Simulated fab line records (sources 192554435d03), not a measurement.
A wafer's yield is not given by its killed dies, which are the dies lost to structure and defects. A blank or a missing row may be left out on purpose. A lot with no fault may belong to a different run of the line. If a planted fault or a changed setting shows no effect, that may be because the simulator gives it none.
Chamber matching	flow n5Finfet	N5_BEOL_M13_TRENCH_ETCH_34 on rieDiel-03 has 4 sister chambers
The step etches SiOC in C4F8/O2/Ar, target depth 413.47 nm, time 162.6 s. 4 wafers are shown with their chamber, then 7 later ones without.

## EACH WAFER AND ITS CHAMBER
wafer	chamber	showerheadPlenumPTorr (Torr)
L083.4	3	3.47
L088.1	2	3.32
L087.2	1	3.32
L087.3	0	3.38

## WAFERS WITHOUT THEIR CHAMBER
wafer	showerheadPlenumPTorr (Torr)
L087.6	3.38
L096.4	3.37
L096.5	3.46
L096.6	3.37
L097.2	3.31
L097.4	3.31
L097.5	3.31

## WHICH CHAMBER EACH WENT THROUGH
wafer	from the rows above	in truth
L087.6	0	0
L096.4	0	0
L096.5	3	3
L096.6	0	0
L097.2	can't be placed: 1 or 2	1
L097.4	can't be placed: 1 or 2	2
L097.5	can't be placed: 1 or 2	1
4 of 7 placed correctly. From these rows, 3 cannot be placed; in 3 the true chamber is one of the candidates. 0 placed wrongly.
How it was worked out, from the rows above alone: a wafer's distance from a chamber is the root of the sum, over the readings, of the square of ((its reading less the chamber's mean) divided by the reading's scatter). The wafer belongs to the nearest chamber; if the next one is less than 2 further off, it can't be placed. A chamber's mean is the mean of its shown wafers. The scatter: root of mean squared gap, hidden wafer to nearest shown wafer, with one shown wafer a chamber.
